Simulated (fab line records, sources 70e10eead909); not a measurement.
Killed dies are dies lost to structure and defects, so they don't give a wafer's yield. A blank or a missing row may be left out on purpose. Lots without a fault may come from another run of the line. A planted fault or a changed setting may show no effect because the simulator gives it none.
fab line records | flow nand_harc | part 2 of 2: steps 5 to 6 of 6
record lots=24 wafers=72 last_day=34
route steps=1302 shown A_DECK1_JOINT@518 A_ONON_D2@559 A_CHANNEL_HOLE_D2@570 A_CHANNEL_FILL_D2@619
lots that met no fault: from a run of the same line without faults
start_h: hours from the record's first day to the start of the lot's first wafer shown | wait_h: hours since the lot's step before | " the same as in the row above | L1.1+2: a row that stands for several wafers | - no value, or no start given | * or withheld: withheld | < > ~ a bound
route shown NAME@n: a module of which the file shows steps, and the number in the route of the first | usual: mean/standard deviation of fault-free wafers | same: alike in all rows | chamber/n: place in a boat | sites: the reading at each site | _std_site: their standard deviation | _edge_site: outer sites' mean less inner sites' | radius_mm: how far each site lies from the wafer's centre | mask NAME#n: copy n | behind: the tool/chamber that last shaped the wafer | hold: why the lot was held/for how many hours/how that ended | device: the transistor (n, p or np) that didn't switch | end of line: the same wafers' tests at the end of the route | a step without rows: its recipe alone | killed: dies lost to structure and defects at the first sort, not the wafer's yield | map: a wafer's dies, x killed, . not, _ none there
set.NAME: the setting as run; set.NAME@STEP: as run at that earlier step | model.NAME: the simulator's own value behind a step, which no gauge read
steps of the route over a sample of lots; a table a step, a row a wafer
services: from which hour (start_h, from the record's first day; less than 0 if before it) a tool's chamber was out of use, for how many hours, and why
## steps
# step NHARC_A_CHANNEL_FILL_D2_ETCHBACK_19
# recipe target_depth_a=50 time_s=1.7 hbr_flow_sccm=150 cl2_flow_sccm=50 rf_w=400 icp_w=400 bias_w=100 chemistry=HBr/Cl2
# usual drypump_motor_current_A=5.7/0.44 oes_product_au=1.001/0.011 throttle_valve_pct=26.407/0.0092
# same time_s=1.7
# columns lot.wafer tool chamber start_h wait_h drypump_motor_current_A oes_product_au rf_hours_counter_h throttle_valve_pct
L074.2 rie_si-05 1 329.78 0.4 6.2 1.014 0.11 26.392
L074.3 " 2 " " 5.9 1.000 0.05 26.411
L074.6 " 2 " " 5.9 1.004 - 26.388
L075.2 rie_si-06 3 329.80 0.4 5.4 0.986 0.34 26.412
L075.5 " 1 " " 5.4 1.008 - 26.400
L075.6 " 2 " " 6.4 0.993 - 26.404
L077.2 rie_si-03 1 364.03 0.4 6.5 0.978 0.89 26.400
L077.6 " 1 " " 6.5 0.978 - 26.417
L077.5 " 2 " " 5.6 0.985 - 26.395
L076.3 rie_si-06 3 364.04 0.4 5.3 0.992 0.59 26.432
L076.1 " 2 " " 6.4 1.005 0.65 26.417
L076.5 " 3 " " 5.3 1.003 - 26.406
L078.2 rie_si-05 1 370.72 0.4 6.2 1.014 0.34 26.408
L078.5 " 1 " " 6.2 1.001 - 26.400
L078.6 " 2 " " 5.9 1.013 - 26.401
L080.1 rie_si-06 2 376.07 0.4 6.4 0.991 0.71 26.394
L080.2 " 3 " " 5.4 0.997 0.66 26.405
L080.6 " 3 " " 5.4 0.983 - 26.413
L079.1 rie_si-06 1 383.22 0.4 5.4 1.010 0.78 26.403
L079.5 " 3 " " 5.3 0.990 - 26.415
L079.6 " 0 " " 5.3 1.011 - 26.389
L081.3 rie_si-03 3 396.54 0.4 5.6 0.993 1.12 26.414
L081.2 " 0 " " 5.7 1.004 1.08 26.409
L081.5 " 3 " " 5.5 0.985 - 26.414
L082.4 rie_si-05 2 396.54 0.4 5.9 1.019 0.47 26.403
L082.1 " 3 " " 5.1 1.017 0.45 26.412
L082.5 " 1 " " 6.2 1.012 - 26.398
L083.3 rie_si-05 0 402.70 0.4 5.8 1.007 0.53 26.426
L083.1 " 1 " " 6.2 1.013 0.56 26.406
L083.6 " 0 " " 5.7 1.012 - 26.407
L084.3 rie_si-05 1 411.26 0.4 6.2 1.017 0.64 26.402
L084.5 " 0 " " 5.8 1.002 - 26.407
L084.6 " 3 " " 5.1 1.008 - 26.390
L085.2 rie_si-06 2 439.74 0.4 6.4 1.016 0.02 26.409
L085.3 " 0 " " 5.3 1.005 0.01 26.417
L085.1 " 1 " " 5.4 0.971 0.02 26.397
L086.2 rie_si-03 3 443.13 0.4 5.6 0.994 0.24 26.410
L086.1 " 1 " " 6.5 0.983 0.17 26.412
L086.6 " 2 " " 5.6 0.977 - 26.420
L088.3 rie_si-06 3 468.13 0.4 5.3 0.991 0.16 26.396
L088.2 " 0 " " 5.3 1.017 0.14 26.385
L088.1 " 1 " " 5.4 0.998 0.12 26.389
L087.2 rie_si-03 1 468.16 0.4 6.5 0.989 0.23 26.421
L087.6 " 3 " " 5.6 0.998 - 26.409
L087.5 " 0 " " 5.7 1.008 - 26.413
L089.1 rie_si-03 2 478.91 0.4 5.6 0.989 0.38 26.399
L089.3 " 3 " " 5.5 0.999 0.44 26.407
L089.5 " 0 " " 5.7 1.011 - 26.405
L090.3 rie_si-06 2 493.63 0.4 6.4 1.000 0.43 26.399
L090.4 " 1 " " 5.4 0.990 0.33 26.391
L090.6 " 3 " " 5.3 0.993 - 26.410
L092.1 rie_si-03 0 498.60 0.4 5.7 1.013 0.43 26.404
L092.6 " 0 " " 5.7 1.009 - 26.409
L092.5 " 1 " " 6.5 0.988 - 26.397
L091.2 rie_si-05 2 498.62 0.4 5.9 0.989 0.02 26.402
L091.6 " 2 " " 5.9 0.994 - 26.413
L091.5 " 3 " " 5.0 0.993 - 26.418
L093.1 rie_si-05 0 520.69 0.4 5.7 0.998 0.12 26.400
L093.3 " 1 " " 6.2 1.008 0.16 26.404
L093.6 " 2 " " 5.9 1.006 - 26.395
L096.4 rie_si-05 1 541.02 0.4 6.2 1.001 0.22 26.404
L096.3 " 0 " " 5.7 1.002 0.16 26.412
L096.5 " 2 " " 5.9 1.013 - 26.417
L094.4 rie_si-03 3 541.03 0.4 5.6 0.996 0.72 26.411
L094.1 " 0 " " 5.7 1.005 0.63 26.412
L094.3 " 1 " " 6.5 0.997 0.56 26.402
L095.2 rie_si-06 2 549.39 0.4 6.4 1.002 0.70 26.415
L095.3 " 3 " " 5.3 1.005 0.68 26.404
L095.1 " 0 " " 5.3 1.008 0.53 26.404
L097.1 rie_si-03 1 561.14 0.4 6.5 0.988 0.68 26.409
L097.5 " 0 " " 5.7 1.003 - 26.431
L097.6 " 1 " " 6.5 0.983 - 26.404
# step NHARC_A_CHANNEL_FILL_D2_STRIP_29
# recipe time_s=20 o2_flow_sccm=500 ar_flow_sccm=0 bias_w=0 chemistry=O2
# usual drypump_motor_current_A=5.78/0.21 mfc_ar_sccm=0.008/0.0099 o2_flow_sccm=500.2/1.6 oes_product_au=1.000/0.011 rf_vpp_V=57.7/0.86 showerhead_plenum_p_Torr=3.50/0.13 throttle_valve_pct=17.037/0.0093
# same time_s=20
# columns lot.wafer tool chamber start_h wait_h drypump_motor_current_A mfc_ar_sccm o2_flow_sccm oes_product_au rf_hours_counter_h rf_vpp_V showerhead_plenum_p_Torr throttle_valve_pct
L075.2 rie_diel-03 0 - - 5.40 0 500.9 1.001 1 56.4 3.36 17.038
L075.6 " 2 " " 6.03 0.000 499.8 0.991 - 56.5 3.51 17.024
L075.5 " 3 " " 5.68 0 499.8 0.999 - 56.1 3.32 17.042
L074.2 rie_diel-03 0 351.33 0.2 5.38 0 503.4 0.991 1 57.9 3.36 17.036
L074.3 " 1 " " 5.64 0.003 500.1 0.996 2 56.9 3.43 17.032
L074.6 " 1 " " 5.64 0.003 499.6 0.992 - 57.5 3.43 17.013
L076.1 rie_diel-03 2 - - 6.04 0.000 500.6 0.992 3 57.6 3.51 17.036
L076.3 " 3 " " 5.70 0 500.3 1.005 3 56.9 3.32 17.027
L076.5 " 0 " " 5.39 0 502.6 1.017 - 57.9 3.36 17.029
L077.2 rie_diel-13 3 - - 5.97 0.013 499.7 1.008 1 58.0 3.64 17.022
L077.6 " 0 " " 6.03 0 503.0 1.019 - 57.4 3.53 17.038
L077.5 " 1 " " 5.71 0.021 501.1 1.009 - 59.7 3.52 17.048
L078.2 rie_diel-04 3 - - 5.96 0 499.4 0.999 2 57.4 3.49 17.051
L078.6 " 2 " " 5.63 0.024 500.1 1.000 - 59.0 3.74 17.042
L078.5 " 3 " " 5.93 0 503.2 0.999 - 58.5 3.49 17.017
L080.1 rie_diel-13 0 - - 6.03 0 499.2 1.016 1 57.2 3.53 17.042
L080.2 " 3 " " 5.99 0.013 498.1 1.009 1 58.2 3.64 17.029
L080.6 " 0 " " 6.05 0 497.4 1.008 - 56.6 3.53 17.026
L079.1 rie_diel-13 1 - - 5.73 0.021 502.1 1.013 1 59.2 3.52 17.047
L079.5 " 2 " " 5.63 0 498.2 1.008 - 55.5 3.34 17.036
L079.6 " 3 " " 5.97 0.013 501.0 1.008 - 59.4 3.64 17.045
L081.2 rie_diel-13 1 - - 5.70 0.021 500.9 1.006 1 57.4 3.53 17.031
L081.3 " 2 " " 5.59 0 497.5 1.001 1 57.2 3.34 17.046
L081.5 " 1 " " 5.71 0.021 501.6 1.012 - 58.4 3.52 17.034
L082.1 rie_diel-04 0 - - 5.79 0.031 498.3 0.990 9 58.8 3.71 17.042
L082.4 " 1 " " 5.53 0.016 501.5 0.993 8 58.9 3.72 17.050
L082.5 " 0 " " 5.80 0.031 499.3 0.987 - 57.0 3.71 17.031
L083.3 rie_diel-13 3 - - 5.99 0.013 498.9 1.015 1 58.5 3.64 17.035
L083.1 " 1 " " 5.68 0.021 502.0 1.009 1 57.4 3.52 17.022
L083.6 " 3 " " 6.01 0.013 500.9 1.000 - 58.5 3.64 17.042
L084.3 rie_diel-13 2 - - 5.60 0 498.7 1.005 2 56.9 3.34 17.033
L084.5 " 1 " " 5.72 0.021 503.5 1.000 - 57.4 3.52 17.030
L084.6 " 2 " " 5.62 0 500.0 0.996 - 57.1 3.34 17.050
L085.2 rie_diel-13 3 - - 6.01 0.013 498.8 0.995 2 57.2 3.64 17.030
L085.3 " 0 " " 6.03 0 501.1 1.020 2 58.4 3.53 17.046
L085.1 " 2 " " 5.63 0 501.0 0.993 2 56.6 3.34 17.041
L086.1 rie_diel-04 0 - - 5.78 0.031 499.3 0.995 20 58.8 3.70 17.044
L086.2 " 2 " " 5.63 0.024 498.1 0.992 15 58.9 3.74 17.046
L086.6 " 3 " " 5.94 0 500.6 0.993 - 57.1 3.48 17.030
L088.1 rie_diel-13 2 485.80 0.1 5.61 0 500.2 0.998 3 56.3 3.34 17.049
L088.2 " 3 " " 5.99 0.013 497.8 0.998 3 58.3 3.64 17.030
L088.3 " 1 " " 5.73 0.021 499.5 1.010 3 57.5 3.52 17.052
L087.2 rie_diel-04 3 - - 5.96 0 502.5 0.989 22 56.7 3.48 17.024
L087.5 " 2 " " 5.63 0.024 501.9 1.004 - 58.0 3.74 17.049
L087.6 " 3 " " 5.95 0 503.1 0.987 - 57.7 3.48 17.045
L089.3 rie_diel-03 2 - - 6.00 0.000 501.8 0.989 0 58.1 3.51 17.047
L089.1 " 1 " " 5.62 0.003 498.9 0.982 1 58.6 3.43 17.026
L089.5 " 3 " " 5.68 0 496.5 0.990 - 57.1 3.32 17.033
L090.3 rie_diel-13 3 - - 5.98 0.013 498.5 1.008 5 57.9 3.64 17.047
L090.4 " 2 " " 5.61 0 498.5 0.999 5 57.8 3.34 17.038
L090.6 " 0 " " 6.04 0 500.9 1.015 - 56.6 3.53 17.039
L091.2 rie_diel-03 3 - - 5.66 0 498.8 0.996 1 57.4 3.32 17.041
L091.5 " 0 " " 5.39 0 498.9 0.995 - 57.1 3.36 17.038
L091.6 " 1 " " 5.66 0.003 497.7 0.974 - 58.2 3.43 17.025
L092.1 rie_diel-13 1 - - 5.70 0.021 499.8 1.010 5 56.7 3.52 17.046
L092.5 " 3 " " 6.01 0.013 500.0 0.997 - 57.1 3.64 17.041
L092.6 " 0 " " 6.02 0 501.4 1.029 - 57.4 3.53 17.052
L093.3 rie_diel-13 1 538.54 0.2 5.72 0.021 499.5 0.989 0 57.1 3.52 17.036
L093.1 " 2 " " 5.64 0 498.7 0.998 0 56.7 3.34 17.026
L093.6 " 0 " " 6.04 0 498.1 1.005 - 57.2 3.53 17.037
L094.3 rie_diel-03 2 - - 6.04 0.000 501.0 1.000 2 58.8 3.50 17.037
L094.4 " 3 " " 5.69 0 501.5 1.008 2 55.1 3.32 17.029
L094.1 " 0 " " 5.36 0 499.7 1.012 2 57.2 3.36 17.052
L096.3 rie_diel-13 3 - - 5.97 0.013 498.6 1.001 0 58.4 3.64 17.052
L096.4 " 0 " " 6.04 0 500.7 0.994 1 59.2 3.53 17.037
L096.5 " 3 " " 6.00 0.013 502.4 1.010 - 57.9 3.64 17.032
L095.1 rie_diel-13 1 - - 5.68 0.021 498.3 0.997 1 59.3 3.52 17.027
L095.3 " 2 " " 5.64 0 501.6 1.000 1 57.4 3.34 17.029
L095.2 " 3 " " 5.98 0.013 500.5 1.014 1 57.8 3.64 17.036
L097.1 rie_diel-03 0 - - 5.38 0 500.2 1.000 2 57.7 3.36 17.033
L097.5 " 0 " " 5.39 0 503.4 1.017 - 56.5 3.36 17.054
L097.6 " 1 " " 5.60 0.003 502.1 0.981 - 57.5 3.43 17.032
## services
# columns tool chamber start_h hours kind
rie_si-03 - 221.00 9.0 pm
rie_diel-08 0 245.35 16.4 repair
rie_diel-12 0 248.93 30.6 repair
rie_si-06 - 249.00 9.0 pm
rie_diel-08 3 265.34 3.9 repair
rie_diel-12 3 267.11 12.1 repair
rie_diel-12 - 268.57 9.0 pm
rie_diel-12 2 300.75 1.2 repair
rie_diel-12 2 316.86 4.9 repair
rie_diel-13 - 342.00 9.0 pm
rie_si-01 - 370.00 9.0 pm
acl_dep-01 - 371.98 13.0 pm
rie_diel-13 3 372.48 2.4 repair
rie_si-01 1 396.20 7.2 repair
rie_diel-13 1 441.47 7.9 repair
rie_diel-12 - 445.57 9.0 pm
rie_diel-13 3 452.23 4.0 repair
rie_diel-12 2 469.95 23.5 repair
rie_diel-13 0 477.87 34.1 repair
rie_diel-13 - 519.00 9.0 pm
rie_si-01 2 540.51 6.3 repair
rie_si-01 - 547.00 9.0 pm
rie_diel-12 1 552.02 4.2 repair
acl_dep-01 - 554.72 13.0 pm
